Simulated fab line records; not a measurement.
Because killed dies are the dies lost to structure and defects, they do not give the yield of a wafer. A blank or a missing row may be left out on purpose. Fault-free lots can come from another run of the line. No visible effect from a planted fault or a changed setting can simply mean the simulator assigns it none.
Which tool is to blame? | flow n5 finfet | 12 lots with 36 wafers sampled at 6 steps, on a route of 1938 steps

WHAT THE GAUGES SHOWED, per wafer
N5_BEOL_M2_RS_MEAS_58: a four-point-probe measurement.
lot  | measured     | on            | M2_RS (ohm/sq)
L075 | day 7 15:28  | film metro-01 | 0.659 0.668 0.684
L076 | day 7 20:04  | film metro-01 | 0.685 0.667 0.666
L079 | day 8 01:34  | film metro-02 | 0.622 0.621 0.637
L080 | day 9 01:05  | film metro-02 | 0.689 0.704 0.691
L083 | day 9 17:26  | film metro-01 | 0.709 0.719 0.713
L085 | day 9 23:34  | film metro-02 | 0.654 0.683 0.659
L088 | day 10 16:26 | film metro-02 | 0.670 0.656 0.682
L089 | day 11 11:14 | film metro-01 | 0.696 0.643 0.688
L092 | day 12 23:34 | film metro-01 | 0.705 0.683 0.689
L093 | day 12 23:21 | film metro-01 | 0.649 0.608 0.637
L095 | day 13 16:43 | film metro-01 | 0.697 0.607 0.690
L097 | day 13 21:20 | film metro-02 | 0.659 0.657 0.661

TOOL THAT RAN EACH LOT (tool first, then ch and the chambers of the sampled wafers, then the start)
lot  | N5_BEOL_M2_ETCH_69                 | N5_BEOL_M2_ANNEAL_82         | N5_BEOL_M2_SPUTTER_96        | N5_BEOL_M2_ANNEAL_51             | N5_BEOL_M2_CO_CAP_55
L075 | rie diel-04 ch 1,2,3, day 7 04:04  | pvd sputter-03, day 7 13:11  | pvd sputter-03, day 7 14:25  | rtp anneal-02 ch 0, day 7 14:40  | cvd co-01 ch 0,1,2, day 7 15:17
L076 | rie diel-04 ch 1,2,3, day 7 08:15  | pvd sputter-02, day 7 17:43  | pvd sputter-02, day 7 18:58  | rtp anneal-02 ch 0, day 7 19:10  | cvd co-01 ch 1,2, day 7 19:51
L079 | rie diel-01 ch 1,3, day 7 18:08    | pvd sputter-01, day 7 23:14  | pvd sputter-01, day 8 00:28  | rtp anneal-02 ch 0, day 8 00:41  | cvd co-02 ch 0,1,2, day 8 01:22
L080 | rie diel-04 ch 2, day 8 15:14      | pvd sputter-01, day 8 22:46  | pvd sputter-01, day 9 00:00  | rtp anneal-01 ch 0, day 9 00:13  | cvd co-02 ch 0,2, day 9 00:53
L083 | rie diel-01 ch 0,1,3, day 9 02:00  | pvd sputter-03, day 9 14:23  | pvd sputter-03, day 9 15:38  | rtp anneal-02 ch 0, day 9 16:41  | cvd co-01 ch 0,2, day 9 17:16
L085 | rie diel-04 ch 2,3, day 9 06:59    | pvd sputter-02, day 9 21:14  | pvd sputter-02, day 9 22:29  | rtp anneal-01 ch 0, day 9 22:43  | cvd co-01 ch 0,1, day 9 23:20
L088 | rie diel-05 ch 0,1,2, day 10 04:21 | pvd sputter-01, day 10 14:07 | pvd sputter-01, day 10 15:21 | rtp anneal-01 ch 0, day 10 15:34 | cvd co-02 ch 0,1,2, day 10 16:14
L089 | rie diel-04 ch 0,2, day 10 22:44   | pvd sputter-03, day 11 08:53 | pvd sputter-03, day 11 10:07 | rtp anneal-02 ch 0, day 11 10:22 | cvd co-01 ch 0,2, day 11 11:03
L092 | rie diel-05 ch 1,3, day 11 22:16   | pvd sputter-02, day 12 21:16 | pvd sputter-02, day 12 22:31 | rtp anneal-02 ch 0, day 12 22:43 | cvd co-01 ch 0,1, day 12 23:23
L093 | rie diel-01 ch 0,1, day 12 12:51   | pvd sputter-03, day 12 21:04 | pvd sputter-03, day 12 22:18 | rtp anneal-01 ch 0, day 12 22:35 | cvd co-02 ch 1,2, day 12 23:10
L095 | rie diel-05 ch 0,3, day 12 21:17   | pvd sputter-02, day 13 14:25 | pvd sputter-02, day 13 15:40 | rtp anneal-02 ch 0, day 13 15:59 | cvd co-01 ch 0,1,2, day 13 16:34
L097 | rie diel-01 ch 0,1,2, day 13 04:05 | pvd sputter-03, day 13 18:58 | pvd sputter-03, day 13 20:12 | rtp anneal-01 ch 0, day 13 20:24 | cvd co-02 ch 0,1,2, day 13 21:09
- N5_BEOL_M2_ETCH_69: etches SiARC in CF4, target depth 15.6 nm, time 26 s.
- N5_BEOL_M2_ANNEAL_82: time 240 s.
- N5_BEOL_M2_SPUTTER_96: material Cu, target thk 4.5 nm, time 8.29 s.
- N5_BEOL_M2_ANNEAL_51: time 90 s.
- N5_BEOL_M2_CO_CAP_55: material Co, precursor CCTBA/H2, target thk 2 nm, time 102.1 s.

THE ANSWER, worked out from the rows above alone
Rule: usual is defined by the lots themselves. The widest of any qualifying gaps counts: lots, ordered by their means at a reading, are off when they make up no more than a third of the lots, leave a main group of 4 or more, and stand apart from it by 3 or more times the standard deviation of that group's means. The tables above print the reading to a certain number of digits; a main group whose means all agree to those digits is not used. Also off: a lot with no number at a reading for which 4 or more lots have one. Where the step has rows for the other lots, those lots are counted as sound.
Across all readings shown, no lot is off: no conclusion can be drawn from this.

WHAT HAD BEEN PUT IN BY THE SIMULATOR
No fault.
